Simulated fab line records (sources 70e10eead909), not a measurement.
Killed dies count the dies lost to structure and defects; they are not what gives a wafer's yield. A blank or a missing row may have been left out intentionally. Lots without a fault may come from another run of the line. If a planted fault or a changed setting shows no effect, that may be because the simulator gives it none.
fab line records	flow nand_harc
record lots=14	wafers=42	last_day=34
route steps=1302 shown A_DECK1_JOINT@543 A_ONON_D2@550 END@1302
lots that met no fault: from a run of the same line without faults
start_h: start of the lot's first displayed wafer, in hours after the record's first day	wait_h: time in hours since the lot's previous step	" as in the row above	L1.1+2: a single row standing in for several wafers	- either no value or no given start	* or withheld: withheld	< > ~ a bound
route shown NAME@n: a module of which the file shows steps, and the number in the route of the first	usual: mean/standard deviation taken from wafers without a fault	same: alike in all rows	chamber/n: place in a boat	sites: per-site readings	_std_site: the values' standard deviation	_edge_site: outer sites' mean less inner sites'	radius_mm: for every site, how far away it sits from the centre of the wafer	mask NAME#n: copy n	behind: tool/chamber where the wafer was last shaped	hold: reason for holding the lot/hours on hold/outcome of the hold	device: whichever transistor did not switch (one of n, p or np)	end of line: the tests these same wafers got at the end of their route	where a step has no rows: the recipe by itself	killed: dies that structure and defects cost at the first sort, which is not the same as the wafer's yield	map: a wafer's dies, x killed, . not, _ none there
set.NAME: the setting the step ran with; set.NAME@STEP: the setting that earlier step ran with	model.NAME: the simulator's own value behind a step, which no gauge read
steps of the route over a sample of lots; a table a step, a row a wafer
services: from which hour (start_h, from the record's first day; less than 0 if before it) a tool's chamber was out of use, for how many hours, and why
## steps
# step NHARC_A_DECK1_JOINT_THK_MEAS_17
# recipe thk_meas_gauge=ellipsometry
# usual thk_nm=45.0/1.2
lot.wafer	tool	chamber	start_h	wait_h	thk_nm
L701.2	film_metro-02	-	274.01	0.2	45.0
L701.4	"	-	"	"	43.1
L701.5	"	-	"	"	45.9
L702.2	film_metro-01	-	285.80	0.2	44.6
L702.3	"	-	"	"	46.0
L702.5	"	-	"	"	44.8
L703.1	film_metro-01	-	294.50	0.2	42.9
L703.2	"	-	"	"	42.5
L703.4	"	-	"	"	44.8
L704.2	film_metro-01	-	302.45	0.2	44.1
L704.4	"	-	"	"	47.1
L704.6	"	-	"	"	45.6
L705.2	film_metro-01	-	316.87	0.2	45.4
L705.3	"	-	"	"	42.9
L705.6	"	-	"	"	46.0
L707.3	film_metro-01	-	336.45	0.2	44.2
L707.4	"	-	"	"	43.5
L707.6	"	-	"	"	44.6
L711.4	film_metro-01	-	380.78	0.1	45.4
L711.5	"	-	"	"	44.8
L711.6	"	-	"	"	47.2
L714.3	film_metro-01	-	395.38	0.3	45.0
L714.5	"	-	"	"	46.4
L714.6	"	-	"	"	45.8
L719.1	film_metro-02	-	454.92	0.2	45.5
L719.2	"	-	"	"	44.0
L719.6	"	-	"	"	45.1
L720.2	film_metro-02	-	464.97	0.2	42.2
L720.3	"	-	"	"	44.3
L720.4	"	-	"	"	44.9
L721.1	film_metro-02	-	487.82	0.2	42.7
L721.2	"	-	"	"	45.0
L721.5	"	-	"	"	45.1
L722.1	film_metro-01	-	487.83	0.3	45.3
L722.2	"	-	"	"	45.7
L722.5	"	-	"	"	45.9
L723.1	film_metro-01	-	503.63	0.2	45.4
L723.3	"	-	"	"	44.7
L723.4	"	-	"	"	45.0
L724.2	film_metro-02	-	518.41	0.3	46.6
L724.5	"	-	"	"	47.3
L724.6	"	-	"	"	43.7
# step NHARC_A_ONON_D2_THK_MEAS_08
# recipe thk_meas_gauge=ellipsometry
# usual thk_nm=1002/9.2
lot.wafer	tool	chamber	start_h	wait_h	thk_nm
L701.2	film_metro-02	-	275.77	-	991
L701.4	"	-	"	"	990
L701.5	"	-	"	"	991
L702.2	film_metro-02	-	287.57	-	1005
L702.3	"	-	"	"	1004
L702.5	"	-	"	"	1004
L703.1	film_metro-02	-	296.24	-	1001
L703.2	"	-	"	"	1002
L703.4	"	-	"	"	1000
L704.2	film_metro-01	-	304.19	-	1005
L704.4	"	-	"	"	1005
L704.6	"	-	"	"	1006
L705.2	film_metro-02	-	318.68	-	1008
L705.3	"	-	"	"	1008
L705.6	"	-	"	"	1007
L707.3	film_metro-02	-	338.20	-	1009
L707.4	"	-	"	"	1007
L707.6	"	-	"	"	1010
L711.4	film_metro-01	-	382.52	-	997
L711.5	"	-	"	"	995
L711.6	"	-	"	"	998
L714.3	film_metro-01	-	397.13	-	1004
L714.5	"	-	"	"	1002
L714.6	"	-	"	"	1004
L719.1	film_metro-01	-	456.92	-	1006
L719.2	"	-	"	"	1006
L719.6	"	-	"	"	1006
L720.2	film_metro-01	-	466.72	-	996
L720.3	"	-	"	"	998
L720.4	"	-	"	"	998
L721.1	film_metro-02	-	489.57	-	1010
L721.2	"	-	"	"	1010
L721.5	"	-	"	"	1010
L722.1	film_metro-01	-	489.61	-	989
L722.2	"	-	"	"	990
L722.5	"	-	"	"	989
L723.1	film_metro-02	-	505.39	-	1006
L723.3	"	-	"	"	1007
L723.4	"	-	"	"	1008
L724.2	film_metro-01	-	520.14	-	1021
L724.5	"	-	"	"	1021
L724.6	"	-	"	"	1021
# step NHARC_A_ONON_D2_THK_MEAS_11
# recipe thk_meas_gauge=ellipsometry
# usual thk_nm=999/9.6
lot.wafer	tool	chamber	start_h	wait_h	thk_nm
L701.2	film_metro-01	-	276.33	-	1011
L701.4	"	-	"	"	1012
L701.5	"	-	"	"	1013
L702.2	film_metro-02	-	288.13	-	998
L702.3	"	-	"	"	999
L702.5	"	-	"	"	997
L703.1	film_metro-02	-	296.81	-	1010
L703.2	"	-	"	"	1009
L703.4	"	-	"	"	1011
L704.2	film_metro-01	-	304.76	-	988
L704.4	"	-	"	"	987
L704.6	"	-	"	"	988
L705.2	film_metro-02	-	319.25	-	1009
L705.3	"	-	"	"	1009
L705.6	"	-	"	"	1009
L707.3	film_metro-01	-	338.76	-	989
L707.4	"	-	"	"	991
L707.6	"	-	"	"	991
L711.4	film_metro-01	-	383.08	-	1011
L711.5	"	-	"	"	1013
L711.6	"	-	"	"	1014
L714.3	film_metro-01	-	397.69	-	991
L714.5	"	-	"	"	991
L714.6	"	-	"	"	993
L719.1	film_metro-02	-	457.63	-	1004
L719.2	"	-	"	"	1004
L719.6	"	-	"	"	1002
L720.2	film_metro-01	-	467.29	-	1013
L720.3	"	-	"	"	1013
L720.4	"	-	"	"	1014
L721.1	film_metro-02	-	490.16	-	999
L721.2	"	-	"	"	1001
L721.5	"	-	"	"	1000
L722.1	film_metro-01	-	490.20	-	1015
L722.2	"	-	"	"	1016
L722.5	"	-	"	"	1016
L723.1	film_metro-02	-	505.96	-	989
L723.3	"	-	"	"	988
L723.4	"	-	"	"	988
L724.2	film_metro-02	-	520.71	-	994
L724.5	"	-	"	"	993
L724.6	"	-	"	"	992
# step NHARC_A_ONON_D2_DEP_19
# recipe target_thk_a=10000	n2_flow_sccm=2750	n2o_flow_sccm=2000	nh3_flow_sccm=500	sih4_flow_sccm=210	temp_c=400
lot.wafer	tool	chamber	start_h	wait_h
L701.2+4+5	pecvd_onon-02	0	284.76	0.1
L702.2+3+5	pecvd_onon-04	0	297.45	0.1
L703.1+2+4	pecvd_onon-01	0	306.98	0.1
L704.2+4+6	pecvd_onon-01	0	315.60	0.1
L705.2+3+6	pecvd_onon-02	0	331.65	0.1
L707.3+4+6	pecvd_onon-04	0	346.76	0.2
L711.4+5+6	pecvd_onon-01	0	391.20	0.2
L714.3+5+6	pecvd_onon-01	0	409.63	0.2
L719.1+2+6	pecvd_onon-04	0	465.62	0.1
L720.2+3+4	pecvd_onon-04	0	475.68	0.1
L721.1+2+5	pecvd_onon-01	0	506.41	0.1
L722.1+2+5	pecvd_onon-02	0	506.42	0.1
L723.1+3+4	pecvd_onon-01	0	514.36	0.1
L724.2+5+6	pecvd_onon-04	0	529.44	0.1
# step NHARC_A_ONON_D2_THK_MEAS_21
# recipe thk_meas_gauge=ellipsometry
# usual thk_nm=1000/10
lot.wafer	tool	chamber	start_h	wait_h	thk_nm
L701.2	film_metro-01	-	285.24	-	1015
L701.4	"	-	"	"	1016
L701.5	"	-	"	"	1016
L702.2	film_metro-01	-	297.90	-	1010
L702.3	"	-	"	"	1011
L702.5	"	-	"	"	1011
L703.1	film_metro-01	-	307.48	-	975
L703.2	"	-	"	"	972
L703.4	"	-	"	"	973
L704.2	film_metro-02	-	316.06	-	1007
L704.4	"	-	"	"	1007
L704.6	"	-	"	"	1005
L705.2	film_metro-02	-	332.10	-	988
L705.3	"	-	"	"	989
L705.6	"	-	"	"	989
L707.3	film_metro-01	-	347.15	-	993
L707.4	"	-	"	"	996
L707.6	"	-	"	"	994
L711.4	film_metro-02	-	391.54	-	579
L711.5	"	-	"	"	581
L711.6	"	-	"	"	582
L714.3	film_metro-01	-	410.02	-	577
L714.5	"	-	"	"	578
L714.6	"	-	"	"	577
L719.1	film_metro-01	-	466.14	-	1011
L719.2	"	-	"	"	1012
L719.6	"	-	"	"	1011
L720.2	film_metro-01	-	476.14	-	1000
L720.3	"	-	"	"	1002
L720.4	"	-	"	"	1002
L721.1	film_metro-01	-	506.92	-	996
L721.2	"	-	"	"	994
L721.5	"	-	"	"	992
L722.1	film_metro-02	-	506.93	-	1008
L722.2	"	-	"	"	1006
L722.5	"	-	"	"	1006
L723.1	film_metro-02	-	514.87	-	994
L723.3	"	-	"	"	995
L723.4	"	-	"	"	993
L724.2	film_metro-01	-	529.90	-	985
L724.5	"	-	"	"	984
L724.6	"	-	"	"	984
# step NHARC_END_SORT_01
# recipe temp_c=25
# usual killed_at_array=52/17	killed_at_other=0.9/1.2	killed_at_periphery=3.9/2.7	killed_dies=57/16	killed_open=3.3/1.9	killed_short=2.5/1.5
# same gross_dies=677
lot.wafer	tool	chamber	start_h	wait_h	killed_at_array	killed_at_other	killed_at_periphery	killed_dies	killed_open	killed_short
L711.4	prober-02	0	672.18	3.4	669	1	7	677	3	2
L711.5	prober-02	0	672.97	3.7	670	0	7	677	2	1
L711.6	prober-02	0	673.76	4.0	673	0	4	677	4	2
L714.3	prober-01	0	679.13	3.1	668	5	4	677	3	4
L714.5	prober-01	0	680.76	3.8	666	6	5	677	2	3
L714.6	prober-01	0	681.57	4.1	675	1	1	677	2	2
# killed by level:class
L711.4 A_ONON_D2:area_dep=627 A_SLIT:chamber_film_flake=25 A_CHANNEL_HOLE_D1:chamber_film_flake=4 A_M1:chamber_film_flake=4 P_GATE:chamber_film_flake=3 P_STI:chamber_film_flake=2 A_STAIRCASE:chamber_film_flake=2 P_GATE:geometric_particle:open=1
L711.5 A_ONON_D2:area_dep=627 A_SLIT:chamber_film_flake=32 A_CONTACT:chamber_film_flake=4 P_STI:chamber_film_flake=3 A_CHANNEL_HOLE_D1:chamber_film_flake=3 P_ZERO_WELL:chamber_film_flake=2 P_GATE:chamber_film_flake=2 A_ONON_D1:geometric_particle:short=1
L711.6 A_ONON_D2:area_dep=639 A_SLIT:chamber_film_flake=12 A_CONTACT:chamber_film_flake=7 A_CHANNEL_HOLE_D1:chamber_film_flake=5 A_CHANNEL_FILL_D1:chamber_film_flake=3 P_GATE:geometric_particle:open=1 A_ONON_D1:geometric_particle:short=1 A_DECK1_JOINT:geometric_particle:open=1
L714.3 A_ONON_D2:area_dep=621 A_CHANNEL_HOLE_D1:chamber_film_flake=24 A_CHANNEL_HOLE_D2:chamber_film_flake=7 THIN_TSV:chamber_film_flake=5 A_SLIT:chamber_film_flake=3 A_STAIRCASE:chamber_film_flake=3 A_ZERO_WELL:chamber_film_flake=2 A_CONTACT:chamber_film_flake=2
L714.5 A_ONON_D2:area_dep=606 A_CHANNEL_HOLE_D1:chamber_film_flake=33 A_CHANNEL_HOLE_D2:chamber_film_flake=18 THIN_TSV:chamber_film_flake=5 A_SLIT:chamber_film_flake=3 P_M1:chamber_film_flake=2 P_M0:geometric_particle:short=1 A_ONON_D1:geometric_particle:open=1
L714.6 A_ONON_D2:area_dep=630 A_CHANNEL_HOLE_D1:chamber_film_flake=30 A_CHANNEL_HOLE_D2:chamber_film_flake=7 A_CONTACT:chamber_film_flake=2 P_CONTACT:geometric_particle:open=1 A_ONON_D1:geometric_particle:open=1 A_ONON_D1:geometric_particle:short=1 A_DECK1_JOINT:geometric_particle:short=1
## services
tool	chamber	start_h	hours	kind
pecvd_onon-01	-	269.67	13.0	pm
pecvd_onon-04	-	311.32	13.0	pm
pecvd_onon-02	-	366.24	13.0	pm
pecvd_onon-01	-	450.67	13.0	pm
pecvd_onon-04	-	492.32	13.0	pm
## key
first_sign step=NHARC_A_ONON_D2_THK_MEAS_21	reading=thk_nm	direction=down	sigmas=42	usual=1000	struck=579
effect step=NHARC_END_SORT_01	reading=killed_dies	direction=up	sigmas=38	usual=57	struck=677
more_kills_born_at NHARC_A_ONON_D2_DEP_19@pecvd_onon-01=3750
met_at NHARC_A_ONON_D2_DEP_19
struck_lots L711,L714
struck_wafers L711.4,L711.5,L711.6,L714.3,L714.5,L714.6
later_rows_left_out L711.4,L711.5,L711.6,L714.3,L714.5,L714.6
tester_left_out L711,L714
not_acting_at NHARC_A_DECK1_JOINT_THK_MEAS_17,NHARC_A_ONON_D2_THK_MEAS_08,NHARC_A_ONON_D2_THK_MEAS_11
onset_between 315.60 391.20
fault kind=process_parameter_drift	tool=pecvd_onon-01	chamber=0	onset_h=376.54	steps=NHARC_A_ONON_D2_DEP_19	channel=target_thk_a	offset=*	shape=step	end_h=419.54	acts_in=*	stated=*
# tester_left_out: of these lots the tester's yield and bins aren't shown, on N5 and GAA mostly nor the transistor test; their killed dies are dies lost to structure and defects alone, not to doping, threshold or leakage, so they don't give the yield
# later_rows_left_out: the simulator's readings of these wafers behind a module that went badly wrong aren't trusted and aren't shown, but for the sort
